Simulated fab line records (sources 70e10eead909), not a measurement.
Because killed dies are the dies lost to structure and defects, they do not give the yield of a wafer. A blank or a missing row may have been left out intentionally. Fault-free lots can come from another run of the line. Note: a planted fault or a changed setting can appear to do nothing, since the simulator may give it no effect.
fab line records	flow nandHarc
record lots=24	wafers=72	lastDay=33
route steps=1302 shown A_BLC@1125 A_M0@1167 A_BONDPAD@1204
lots that met no fault: from a run of the same line without faults
startH: the number of hours between the record's first day and the start of the first shown wafer of the lot	waitH: how many hours have passed since the lot's step before this one	" repeats the value in the row above	L1.1+2: several wafers, shown together as one row	- no value present, or no start provided	* or withheld: withheld	< > ~ a bound
route shown NAME@n: names a module that has steps shown in the file, with the first one's number in the route	usual: mean/standard deviation of fault-free wafers	same: alike in all rows	chamber/n: place in a boat	sites: per-site readings	_std_site: their standard deviation	_edge_site: mean of outer sites minus mean of inner sites	radiusMm: for every site, how far away it sits from the centre of the wafer	mask NAME#n: copy n	behind: the tool/chamber that last shaped the wafer	hold: reason for holding the lot/hours on hold/outcome of the hold	device: transistor that didn't switch, given as n, p or np	end of line: the tests these same wafers got at the end of their route	step lacking rows: just its recipe	killed: the dies lost at the first sort to structure and to defects; this is not the yield of the wafer	map: a wafer's dies, marking killed ones x, the rest . and places with no die _
set.NAME: the setting that was run; set.NAME@STEP: the one run at that earlier step	model.NAME: the simulator's own value behind a step, which no gauge read
a sample of lots followed through the steps of the route, with each step as a table and each wafer as a row
services: a tool's chamber out of use, with start hour (startH, from the record's first day; less than 0 if before it), hours out, and reason
## steps
# step NHARC_A_BLC_STRIP_29
# recipe cf4FlowSccm=150	arFlowSccm=0	biasW=0	chemistry=CF4
# usual drypumpMotorCurrentA=5.6/0.4	oesProductAu=1.003/0.012	rfVppV=59.4/0.8	showerheadPlenumPTorr=1.76/0.068	throttleValvePct=13.285/0.009
lot.wafer	tool	chamber	startH	waitH	drypumpMotorCurrentA	oesProductAu	rfHoursCounterH	rfVppV	showerheadPlenumPTorr	throttleValvePct
L076.3	rieDiel-10	0	524.22	0.1	5.1	1.004	6	59.2	1.74	13.280
L076.4	"	2	"	"	5.2	0.986	6	61.2	1.89	13.279
L076.6	"	1	"	"	5.9	1.006	-	58.2	1.74	13.289
L075.1	rieDiel-04	3	525.92	0.1	5.8	0.995	14	60.0	1.68	13.282
L075.4	"	1	"	"	5.4	0.993	14	60.1	1.81	13.291
L075.5	"	3	"	"	5.8	0.990	-	58.0	1.68	13.292
L074.1	rieDiel-10	0	530.17	0.1	5.1	1.010	6	58.1	1.74	13.285
L074.5	"	0	"	"	5.1	1.012	-	57.8	1.74	13.295
L074.6	"	1	"	"	5.9	1.003	-	58.6	1.74	13.294
L079.3	rieDiel-10	3	581.52	0.1	6.3	0.984	8	58.6	1.71	13.287
L079.4	"	2	"	"	5.2	0.994	8	59.9	1.89	13.269
L079.5	"	0	"	"	5.1	1.018	-	58.9	1.74	13.277
L078.3	rieDiel-10	3	584.39	0.1	6.4	0.997	9	60.2	1.71	13.271
L078.1	"	0	"	"	5.1	1.009	8	59.1	1.74	13.289
L078.6	"	0	"	"	5.1	1.006	-	57.9	1.74	13.291
L081.4	rieDiel-03	1	589.05	0.1	5.7	1.018	47	60.3	1.77	13.272
L081.1	"	3	"	"	5.4	1.011	45	59.1	1.68	13.293
L081.6	"	0	"	"	6.1	1.002	-	60.3	1.90	13.297
L077.4	rieDiel-03	1	589.98	0.1	5.7	1.003	47	58.3	1.77	13.268
L077.5	"	2	"	"	6.2	0.989	-	59.1	1.66	13.287
L077.6	"	3	"	"	5.4	1.014	-	58.9	1.68	13.279
L080.3	rieDiel-03	1	591.05	0.1	5.7	1.007	47	59.0	1.77	13.290
L080.4	"	2	"	"	6.2	0.995	47	58.6	1.66	13.288
L080.5	"	1	"	"	5.7	1.009	-	59.3	1.77	13.277
L082.3	rieDiel-04	3	600.94	0.1	5.8	1.021	6	58.7	1.68	13.284
L082.1	"	2	"	"	5.1	0.987	6	59.7	1.80	13.298
L082.5	"	3	"	"	5.8	1.018	-	58.2	1.68	13.296
L083.2	rieDiel-10	2	615.40	0.1	5.1	0.998	1	59.1	1.89	13.291
L083.1	"	3	"	"	6.4	0.992	1	58.5	1.71	13.307
L083.6	"	1	"	"	5.9	0.980	-	58.9	1.74	13.297
L084.1	rieDiel-04	0	633.06	0.1	5.5	1.006	9	60.2	1.76	13.284
L084.6	"	3	"	"	5.8	1.012	-	59.6	1.68	13.286
L084.5	"	0	"	"	5.5	1.015	-	58.9	1.76	13.289
L085.3	rieDiel-04	2	647.40	0.1	5.1	0.994	8	59.0	1.80	13.289
L085.5	"	3	"	"	5.8	1.003	-	59.1	1.68	13.288
L085.6	"	0	"	"	5.5	1.006	-	60.8	1.76	13.293
L088.3	rieDiel-10	1	661.10	0.1	5.9	0.993	4	59.3	1.74	13.279
L088.1	"	3	"	"	6.3	0.987	4	58.9	1.70	13.288
L088.6	"	2	"	"	5.2	1.000	-	60.4	1.89	13.278
L087.1	rieDiel-04	3	664.99	0.1	5.8	1.004	12	59.9	1.68	13.276
L087.5	"	0	"	"	5.5	1.005	-	60.2	1.76	13.296
L087.6	"	1	"	"	5.4	1.025	-	61.0	1.81	13.296
L089.3	rieDiel-04	3	667.29	0.1	5.8	1.006	13	60.6	1.68	13.285
L089.2	"	1	"	"	5.4	1.029	9	60.1	1.81	13.291
L089.5	"	3	"	"	5.8	1.016	-	58.5	1.68	13.284
L086.4	rieDiel-04	2	669.85	0.1	5.1	0.999	10	58.5	1.80	13.295
L086.2	"	0	"	"	5.5	1.012	12	58.8	1.76	13.285
L086.6	"	2	"	"	5.1	1.006	-	58.7	1.80	13.279
L090.2	rieDiel-03	1	673.68	0.1	5.7	1.029	12	59.2	1.76	13.295
L090.3	"	0	"	"	6.1	1.014	8	60.0	1.89	13.283
L090.4	"	1	"	"	5.7	1.031	-	59.1	1.76	13.285
L092.2	rieDiel-10	3	688.81	0.1	6.3	0.982	6	58.8	1.70	13.285
L092.1	"	0	"	"	5.1	1.002	5	58.6	1.74	13.286
L092.5	"	2	"	"	5.2	0.996	-	61.2	1.89	13.294
L091.2	rieDiel-10	3	700.01	0.1	6.3	0.983	7	59.7	1.70	13.292
L091.5	"	2	"	"	5.2	1.004	-	59.2	1.89	13.280
L091.6	"	3	"	"	6.4	0.994	-	58.7	1.70	13.288
L094.3	rieDiel-04	3	705.96	0.1	5.8	1.015	16	58.4	1.68	13.269
L094.6	"	1	"	"	5.4	1.011	-	61.0	1.81	13.287
L094.4	"	2	"	"	5.1	1.006	-	59.4	1.79	13.302
L093.2	rieDiel-03	2	710.32	0.1	6.2	0.977	29	59.2	1.65	13.293
L093.4	"	3	"	"	5.4	0.997	17	60.8	1.67	13.282
L093.5	"	0	"	"	6.2	0.991	-	61.5	1.89	13.289
L095.3	rieDiel-04	2	740.31	0.1	5.1	0.997	2	59.3	1.79	13.269
L095.5	"	1	"	"	5.4	0.999	-	59.4	1.81	13.265
L095.6	"	2	"	"	5.1	0.993	-	60.7	1.79	13.283
L096.2	rieDiel-04	3	741.89	0.1	5.8	1.009	2	59.8	1.68	13.273
L096.1	"	0	"	"	5.5	1.024	1	59.1	1.76	13.281
L096.5	"	0	"	"	5.5	1.013	-	60.0	1.76	13.285
L097.3	rieDiel-04	3	749.85	0.1	5.8	1.009	2	59.1	1.68	13.281
L097.4	"	0	"	"	5.5	1.011	2	60.4	1.76	13.279
L097.5	"	1	"	"	5.4	0.987	-	59.4	1.81	13.283
# step NHARC_A_BLC_CMP_25
# recipe tOverpolishS=30	targetThkNm=150
# usual motorCurrentA=12.2/0.92	overpolishRunS=30.000/0.0088	timeToEndpointS=29/3.2
lot.wafer	tool	chamber	startH	waitH	motorCurrentA	overpolishRunS	timeToEndpointS
L076.3	cmp-01	1	525.72	0.3	12.4	30.009	24
L076.4	"	2	"	"	12.2	29.999	23
L076.6	"	2	"	"	12.6	29.998	27
L075.4	cmp-04	2	527.69	0.3	14.0	29.999	30
L075.1	"	0	"	"	12.1	30.006	30
L075.5	"	1	"	"	13.1	29.995	29
L074.1	cmp-04	0	531.91	0.5	12.1	30.020	31
L074.6	"	1	"	"	13.6	29.993	29
L074.5	"	2	"	"	13.5	29.990	30
L079.3	cmp-04	0	583.04	0.3	12.2	30.001	28
L079.4	"	1	"	"	13.0	30.007	28
L079.5	"	0	"	"	12.0	30.004	32
L078.3	cmp-04	2	585.88	0.3	14.3	30.008	29
L078.1	"	0	"	"	11.9	30.014	32
L078.6	"	3	"	"	11.8	30.007	26
L081.1	cmp-04	1	590.61	0.4	13.7	29.995	29
L081.4	"	2	"	"	14.6	30.004	28
L081.6	"	3	"	"	11.1	30.001	26
L077.4	cmp-01	3	591.52	0.3	11.7	30.006	34
L077.5	"	0	"	"	11.1	30.001	29
L077.6	"	1	"	"	12.8	29.989	24
L080.3	cmp-01	3	592.63	0.3	11.7	30.003	33
L080.4	"	1	"	"	12.2	29.999	27
L080.5	"	2	"	"	12.2	29.999	26
L082.3	cmp-03	1	602.47	0.3	10.9	30.018	24
L082.1	"	2	"	"	11.7	29.987	32
L082.5	"	1	"	"	11.1	29.998	26
L083.2	cmp-04	1	616.89	0.4	13.1	29.985	29
L083.1	"	3	"	"	11.0	29.985	28
L083.6	"	0	"	"	11.6	29.996	32
L084.1	cmp-01	0	634.65	0.5	11.0	30.016	26
L084.5	"	1	"	"	12.6	30.018	23
L084.6	"	2	"	"	12.4	30.000	25
L085.3	cmp-01	3	648.89	0.3	11.5	29.986	30
L085.6	"	2	"	"	11.7	30.015	23
L085.5	"	3	"	"	11.9	29.999	33
L088.1	cmp-01	3	662.59	0.4	11.5	30.009	35
L088.3	"	1	"	"	12.7	29.986	26
L088.6	"	3	"	"	11.5	30.006	34
L087.1	cmp-01	2	666.48	0.5	12.1	29.995	28
L087.5	"	1	"	"	11.8	29.992	26
L087.6	"	2	"	"	12.4	30.010	26
L089.2	cmp-04	2	668.78	0.4	14.8	29.998	29
L089.3	"	3	"	"	12.1	29.995	24
L089.5	"	3	"	"	11.4	29.985	26
L086.4	cmp-04	1	671.37	0.3	13.3	29.990	30
L086.2	"	3	"	"	12.1	29.999	29
L086.6	"	1	"	"	13.1	29.987	29
L090.4	cmp-01	1	675.20	0.2	12.7	30.009	27
L090.3	"	3	"	"	11.2	29.997	36
L090.2	"	0	"	"	11.4	29.992	31
L092.2	cmp-03	2	690.31	0.4	12.0	29.998	30
L092.1	"	3	"	"	12.0	30.007	29
L092.5	"	3	"	"	12.4	29.987	26
L091.2	cmp-03	1	701.55	0.4	11.1	30.010	27
L091.6	"	0	"	"	11.5	30.005	30
L091.5	"	1	"	"	11.2	30.004	24
L094.4	cmp-03	1	707.49	0.2	11.4	30.006	24
L094.3	"	2	"	"	11.7	30.004	29
L094.6	"	1	"	"	10.5	30.016	22
L093.2	cmp-01	3	711.89	0.5	11.6	29.996	36
L093.4	"	0	"	"	10.8	29.989	31
L093.5	"	3	"	"	12.0	29.987	34
L095.3	cmp-03	0	741.89	0.3	11.6	29.995	34
L095.5	"	1	"	"	12.1	29.985	24
L095.6	"	2	"	"	11.7	30.003	32
L096.2	cmp-01	0	743.39	0.4	11.0	29.999	32
L096.1	"	1	"	"	12.0	29.989	25
L096.5	"	1	"	"	12.7	29.993	25
L097.3	cmp-04	2	751.34	0.3	14.3	29.996	30
L097.4	"	0	"	"	12.2	29.980	31
L097.5	"	1	"	"	13.2	30.002	31
# step NHARC_A_M0_PRE_CLEAN_31
# recipe timeS=12	tempC=370	rfPowerW=300	gas=NH3
# usual heaterPowerOuterW=364/48	heaterPowerW=654/74
lot.wafer	tool	chamber	startH	waitH	heaterPowerOuterW	heaterPowerW
L076.3	pecvd-04	1	529.99	0.1	468	830
L076.4	"	2	"	"	446	763
L076.6	"	1	"	"	463	844
L075.1	pecvd-03	1	531.64	0.1	388	687
L075.5	"	2	"	"	370	637
L075.4	"	0	"	"	435	690
L074.1	pecvd-01	1	535.95	0.1	388	691
L074.5	"	1	"	"	390	706
L074.6	"	2	"	"	388	680
L079.3	pecvd-04	1	587.08	0.1	389	753
L079.5	"	2	"	"	434	721
L079.4	"	1	"	"	386	726
L078.3	pecvd-04	0	589.99	0.1	308	603
L078.1	"	1	"	"	400	772
L078.6	"	1	"	"	411	777
L081.1	pecvd-01	0	594.67	0.1	306	538
L081.6	"	1	"	"	409	738
L081.4	"	2	"	"	372	680
L077.5	pecvd-03	1	595.42	0.1	306	580
L077.4	"	2	"	"	343	625
L077.6	"	0	"	"	406	663
L080.3	pecvd-03	1	596.65	0.1	346	618
L080.5	"	0	"	"	410	659
L080.4	"	2	"	"	334	606
L082.1	pecvd-04	2	606.49	0.1	424	753
L082.3	"	0	"	"	316	620
L082.5	"	1	"	"	378	730
L083.1	pecvd-03	2	620.86	0.1	292	532
L083.2	"	0	"	"	380	623
L083.6	"	0	"	"	385	613
L084.1	pecvd-01	1	638.63	0.1	366	656
L084.6	"	0	"	"	259	487
L084.5	"	2	"	"	422	745
L085.3	pecvd-01	2	652.89	0.1	325	599
L085.6	"	2	"	"	334	590
L085.5	"	0	"	"	291	539
L088.1	pecvd-03	1	666.68	0.1	322	603
L088.3	"	2	"	"	351	621
L088.6	"	1	"	"	322	601
L087.1	pecvd-04	2	670.54	0.1	395	655
L087.6	"	1	"	"	438	810
L087.5	"	0	"	"	315	625
L089.3	pecvd-01	1	672.81	0.1	416	739
L089.2	"	2	"	"	359	658
L089.5	"	2	"	"	356	664
L086.2	pecvd-01	1	675.47	0.1	381	695
L086.4	"	1	"	"	381	686
L086.6	"	0	"	"	331	610
L090.2	pecvd-01	1	679.23	0.1	411	729
L090.3	"	0	"	"	296	552
L090.4	"	1	"	"	408	738
L092.1	pecvd-03	2	694.33	0.1	328	586
L092.2	"	0	"	"	357	578
L092.5	"	2	"	"	324	593
L091.2	pecvd-03	1	705.62	0.2	301	563
L091.5	"	2	"	"	375	649
L091.6	"	1	"	"	308	576
L094.3	pecvd-04	0	711.54	0.1	361	712
L094.4	"	2	"	"	448	748
L094.6	"	0	"	"	369	685
L093.2	pecvd-04	2	715.80	0.1	377	654
L093.4	"	2	"	"	387	649
L093.5	"	0	"	"	391	724
L095.3	pecvd-01	1	745.91	0.1	409	693
L095.5	"	0	"	"	325	595
L095.6	"	2	"	"	278	553
L096.1	pecvd-01	1	747.44	0.1	411	714
L096.2	"	2	"	"	329	614
L096.5	"	2	"	"	331	606
L097.3	pecvd-01	0	757.72	0.1	310	564
L097.4	"	2	"	"	353	661
L097.5	"	0	"	"	312	576
# step NHARC_A_BONDPAD_THK_MEAS_30
# recipe thkMeasGauge=ellipsometry
# usual thkNm=200.2/2.1
lot.wafer	tool	chamber	startH	waitH	thkNm
L076.3	filmMetro-01	-	535.44	0.2	199.3
L076.4	"	-	"	"	200.4
L076.6	"	-	"	"	202.6
L075.1	filmMetro-02	-	537.18	0.2	202.7
L075.4	"	-	"	"	205.4
L075.5	"	-	"	"	203.4
L074.1	filmMetro-01	-	541.38	0.2	197.9
L074.5	"	-	"	"	202.2
L074.6	"	-	"	"	200.8
L079.3	filmMetro-02	-	592.52	0.2	198.7
L079.4	"	-	"	"	201.8
L079.5	"	-	"	"	203.6
L078.1	filmMetro-02	-	595.39	0.2	202.1
L078.3	"	-	"	"	202.6
L078.6	"	-	"	"	198.1
L081.1	filmMetro-02	-	600.36	0.1	198.4
L081.4	"	-	"	"	200.1
L081.6	"	-	"	"	199.6
L077.4	filmMetro-01	-	600.81	0.2	200.9
L077.5	"	-	"	"	199.6
L077.6	"	-	"	"	200.7
L080.3	filmMetro-02	-	602.04	0.2	197.6
L080.4	"	-	"	"	198.5
L080.5	"	-	"	"	196.5
L082.1	filmMetro-01	-	611.96	0.2	199.4
L082.3	"	-	"	"	198.0
L082.5	"	-	"	"	198.8
L083.1	filmMetro-02	-	626.31	0.2	200.1
L083.2	"	-	"	"	197.7
L083.6	"	-	"	"	201.6
L084.1	filmMetro-02	-	644.04	0.2	201.4
L084.5	"	-	"	"	200.1
L084.6	"	-	"	"	198.3
L085.3	filmMetro-01	-	658.20	0.2	200.7
L085.5	"	-	"	"	198.3
L085.6	"	-	"	"	197.9
L088.1	filmMetro-02	-	672.12	0.2	198.0
L088.3	"	-	"	"	199.5
L088.6	"	-	"	"	200.1
L087.1	filmMetro-01	-	675.82	0.2	196.8
L087.5	"	-	"	"	196.9
L087.6	"	-	"	"	199.7
L089.2	filmMetro-02	-	678.25	0.2	201.4
L089.3	"	-	"	"	201.3
L089.5	"	-	"	"	202.6
L086.2	filmMetro-01	-	680.91	0.2	197.6
L086.4	"	-	"	"	203.6
L086.6	"	-	"	"	204.6
L090.2	filmMetro-01	-	684.86	0.2	199.1
L090.3	"	-	"	"	199.6
L090.4	"	-	"	"	199.5
L092.1	filmMetro-02	-	699.94	0.2	201.0
L092.2	"	-	"	"	198.1
L092.5	"	-	"	"	197.2
L091.2	filmMetro-01	-	711.02	0.2	202.7
L091.5	"	-	"	"	201.3
L091.6	"	-	"	"	199.4
L094.3	filmMetro-02	-	717.22	0.2	198.4
L094.4	"	-	"	"	202.3
L094.6	"	-	"	"	200.7
L093.2	filmMetro-02	-	721.24	0.2	201.6
L093.4	"	-	"	"	201.4
L093.5	"	-	"	"	200.7
L095.3	filmMetro-02	-	753.32	0.2	201.2
L095.5	"	-	"	"	197.0
L095.6	"	-	"	"	202.4
L096.1	filmMetro-02	-	754.63	0.1	200.3
L096.2	"	-	"	"	201.0
L096.5	"	-	"	"	201.3
L097.3	filmMetro-02	-	763.43	0.2	202.5
L097.4	"	-	"	"	198.4
L097.5	"	-	"	"	202.3
# step NHARC_A_BONDPAD_OVL_MEAS_35
# usual overlayXNm=2/3.3	overlayYNm=1/5.7
lot.wafer	tool	chamber	startH	waitH	overlayXNm	overlayYNm
L076.3	overlay-02	-	536.11	-	5	-1
L076.4	"	-	"	"	4	0
L076.6	"	-	"	"	5	0
L075.1	overlay-02	-	537.84	-	-3	0
L075.4	"	-	"	"	-3	1
L075.5	"	-	"	"	-3	1
L074.1	overlay-01	-	542.03	-	5	4
L074.5	"	-	"	"	6	4
L074.6	"	-	"	"	5	4
L079.3	overlay-02	-	593.05	-	-1	2
L079.4	"	-	"	"	-1	2
L079.5	"	-	"	"	-1	2
L078.1	overlay-01	-	595.92	-	1	5
L078.3	"	-	"	"	1	4
L078.6	"	-	"	"	0	4
L081.1	overlay-02	-	601.01	-	1	0
L081.4	"	-	"	"	1	1
L081.6	"	-	"	"	0	0
L077.4	overlay-01	-	601.47	-	-1	-7
L077.5	"	-	"	"	-2	-7
L077.6	"	-	"	"	-1	-7
L080.3	overlay-01	-	602.57	-	0	-2
L080.4	"	-	"	"	1	-3
L080.5	"	-	"	"	0	-3
L082.1	overlay-01	-	612.61	-	-2	4
L082.3	"	-	"	"	-1	4
L082.5	"	-	"	"	-2	5
L083.1	overlay-02	-	626.96	-	2	-3
L083.2	"	-	"	"	2	-3
L083.6	"	-	"	"	2	-2
L084.1	overlay-01	-	644.69	-	5	2
L084.5	"	-	"	"	5	2
L084.6	"	-	"	"	4	3
L085.3	overlay-02	-	658.85	-	5	1
L085.5	"	-	"	"	5	1
L085.6	"	-	"	"	5	1
L088.1	overlay-02	-	672.65	-	1	4
L088.3	"	-	"	"	1	3
L088.6	"	-	"	"	1	3
L087.1	overlay-02	-	676.35	-	9	6
L087.5	"	-	"	"	9	7
L087.6	"	-	"	"	10	7
L089.2	overlay-02	-	678.90	-	7	19
L089.3	"	-	"	"	8	19
L089.5	"	-	"	"	8	19
L086.2	overlay-02	-	681.57	-	0	-2
L086.4	"	-	"	"	1	-2
L086.6	"	-	"	"	1	-2
L090.2	overlay-01	-	685.51	-	3	-7
L090.3	"	-	"	"	3	-6
L090.4	"	-	"	"	2	-7
L092.1	overlay-01	-	700.47	-	2	-10
L092.2	"	-	"	"	2	-10
L092.5	"	-	"	"	3	-10
L091.2	overlay-02	-	711.68	-	1	5
L091.5	"	-	"	"	1	5
L091.6	"	-	"	"	1	6
L094.3	overlay-02	-	717.75	-	0	1
L094.4	"	-	"	"	0	0
L094.6	"	-	"	"	0	0
L093.2	overlay-02	-	721.77	-	-4	4
L093.4	"	-	"	"	-4	3
L093.5	"	-	"	"	-4	4
L095.3	overlay-02	-	753.97	-	4	-6
L095.5	"	-	"	"	3	-6
L095.6	"	-	"	"	4	-7
L096.1	overlay-02	-	755.19	-	-2	7
L096.2	"	-	"	"	-2	7
L096.5	"	-	"	"	-2	7
L097.3	overlay-02	-	764.08	-	3	3
L097.4	"	-	"	"	3	3
L097.5	"	-	"	"	2	3
# step NHARC_A_BONDPAD_CMP_19
# recipe tOverpolishS=30	cuRecessTouchS=16	targetThkNm=169.82
# usual motorCurrentA=12.3/1.1	overpolishRunS=30.001/0.0092
lot.wafer	tool	chamber	startH	waitH	motorCurrentA	overpolishRunS
L076.4	cmp-03	3	538.27	-	12.1	30.019
L076.3	"	1	"	"	11.1	30.009
L076.6	"	3	"	"	12.0	30.023
L075.4	cmp-03	1	539.98	-	10.8	30.004
L075.1	"	2	"	"	12.1	29.989
L075.5	"	2	"	"	11.8	30.003
L074.1	cmp-03	0	544.18	-	11.1	30.007
L074.5	"	0	"	"	11.4	30.003
L074.6	"	1	"	"	11.3	30.005
L079.4	cmp-03	1	595.23	-	11.0	30.009
L079.3	"	2	"	"	11.8	30.012
L079.5	"	1	"	"	11.0	30.012
L078.1	cmp-04	1	598.06	-	13.1	29.997
L078.3	"	0	"	"	11.4	30.010
L078.6	"	2	"	"	14.2	30.007
L081.1	cmp-02	1	603.16	-	12.3	30.002
L081.4	"	0	"	"	14.3	29.993
L081.6	"	1	"	"	12.8	29.985
L077.4	cmp-03	0	603.69	-	12.3	30.005
L077.6	"	2	"	"	11.9	30.006
L077.5	"	3	"	"	12.0	30.009
L080.3	cmp-03	3	604.98	-	12.6	29.995
L080.4	"	1	"	"	11.4	30.001
L080.5	"	3	"	"	11.6	29.999
L082.3	cmp-02	3	614.85	-	11.7	30.016
L082.1	"	1	"	"	12.8	29.985
L082.5	"	3	"	"	11.5	30.005
L083.1	cmp-02	3	629.13	-	11.7	30.009
L083.2	"	1	"	"	12.6	29.998
L083.6	"	3	"	"	11.8	30.020
L084.1	cmp-02	3	646.96	-	12.0	30.001
L084.5	"	0	"	"	13.8	30.005
L084.6	"	1	"	"	13.2	29.990
L085.3	cmp-02	1	661.10	-	12.9	30.001
L085.6	"	2	"	"	14.6	29.994
L085.5	"	3	"	"	11.0	29.997
L088.3	cmp-02	2	674.83	-	13.7	30.000
L088.1	"	3	"	"	11.4	30.005
L088.6	"	3	"	"	11.4	30.006
L087.1	cmp-04	3	678.52	-	12.4	30.000
L087.6	"	2	"	"	14.2	29.979
L087.5	"	3	"	"	12.0	30.006
L089.3	cmp-04	0	681.12	-	12.4	29.986
L089.2	"	3	"	"	12.1	30.004
L089.5	"	1	"	"	13.9	29.983
L086.2	cmp-04	2	683.86	-	14.3	30.007
L086.4	"	1	"	"	13.1	30.008
L086.6	"	2	"	"	14.1	30.005
L090.4	cmp-03	0	687.66	-	11.7	30.008
L090.2	"	1	"	"	11.4	30.024
L090.3	"	2	"	"	11.4	30.014
L092.2	cmp-03	3	702.68	-	12.2	29.989
L092.1	"	0	"	"	12.0	29.995
L092.5	"	2	"	"	11.7	29.994
L091.2	cmp-04	3	713.89	-	12.0	29.991
L091.6	"	1	"	"	13.6	29.991
L091.5	"	2	"	"	14.5	30.006
L094.4	cmp-02	3	719.92	-	11.4	29.992
L094.3	"	0	"	"	13.3	30.001
L094.6	"	3	"	"	11.3	30.010
L093.4	cmp-03	1	723.93	-	10.5	30.007
L093.2	"	0	"	"	11.3	30.000
L093.5	"	2	"	"	11.3	30.001
L095.3	cmp-03	3	756.30	-	11.8	30.005
L095.6	"	0	"	"	10.9	29.992
L095.5	"	1	"	"	11.1	29.991
L096.1	cmp-03	1	757.42	-	11.2	30.005
L096.2	"	2	"	"	11.7	29.998
L096.5	"	1	"	"	11.0	29.997
L097.4	cmp-02	3	766.25	-	11.3	29.993
L097.3	"	0	"	"	13.7	30.006
L097.5	"	2	"	"	15.0	30.010
## services
tool	chamber	startH	hours	kind
cmp-04	-	503.11	4.0	pm
rieDiel-04	1	512.98	1.3	repair
rieDiel-04	-	531.90	9.0	pm
cmp-03	-	554.20	4.0	pm
cmp-03	-	563.34	1.5	repair
cmp-03	-	579.84	1.3	repair
cmp-04	-	594.84	2.8	repair
cmp-04	-	601.11	4.0	pm
cmp-03	-	602.79	0.6	repair
rieDiel-04	1	604.92	8.3	repair
rieDiel-04	2	616.94	19.4	repair
rieDiel-04	1	617.14	8.9	repair
cmp-03	-	620.52	0.4	repair
cmp-04	-	636.78	1.1	repair
cmp-04	-	639.71	2.0	repair
cmp-04	-	647.67	0.6	repair
cmp-03	-	651.81	11.7	repair
cmp-03	-	684.59	0.8	repair
rieDiel-04	-	689.60	1.2	repair
rieDiel-04	0	694.29	32.4	repair
cmp-04	-	699.11	4.0	pm
cmp-04	-	736.21	8.9	repair
cmp-04	-	759.54	2.5	repair
cmp-03	-	761.58	4.0	pm
## key
fault none
